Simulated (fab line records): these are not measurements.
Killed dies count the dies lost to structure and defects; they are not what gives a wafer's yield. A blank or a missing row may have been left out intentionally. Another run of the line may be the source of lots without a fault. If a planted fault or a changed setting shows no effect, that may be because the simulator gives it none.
Chamber matching ; flow nand_harc ; NHARC_A_CONTACT_ETCH_88 on rie_diel-01 has 4 sister chambers
The step etches the open film in CF4, target depth 39 nm, time 65 s. 4 wafers are shown with their chamber, then 9 later ones without.

== EACH WAFER AND ITS CHAMBER ==
wafer;chamber;showerhead_plenum_p_Torr (Torr)
L357.1;0;1.80
L365.2;1;1.82
L365.3;2;1.66
L365.4;3;1.84

== WAFERS WITH NO CHAMBER GIVEN ==
wafer;showerhead_plenum_p_Torr (Torr)
L364.3;1.82
L364.4;1.84
L364.6;1.84
L362.1;1.82
L362.2;1.66
L362.4;1.84
L367.1;1.80
L367.3;1.66
L367.4;1.83

== EACH ONE'S CHAMBER ==
wafer;from the rows above;in truth
L364.3;1;1
L364.4;3;3
L364.6;3;3
L362.1;1;1
L362.2;2;2
L362.4;3;3
L367.1;0;0
L367.3;2;2
L367.4;can't be placed: 1 or 3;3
Placed correctly: 8 of 9. Unplaceable from these rows: 1, with the true chamber sitting among the candidates in 1. Wrongly placed: 0.
How it was worked out, from the rows above alone: a wafer's distance from a chamber is the root of the sum, over the readings, of the square of ((its reading less the chamber's mean) divided by the reading's scatter). The wafer belongs to the nearest chamber; if the next one is less than 2 further off, it can't be placed. For every chamber, the mean is computed from those of its wafers that are shown. The scatter: root of mean squared gap, hidden wafer to nearest shown wafer, with one shown wafer a chamber.
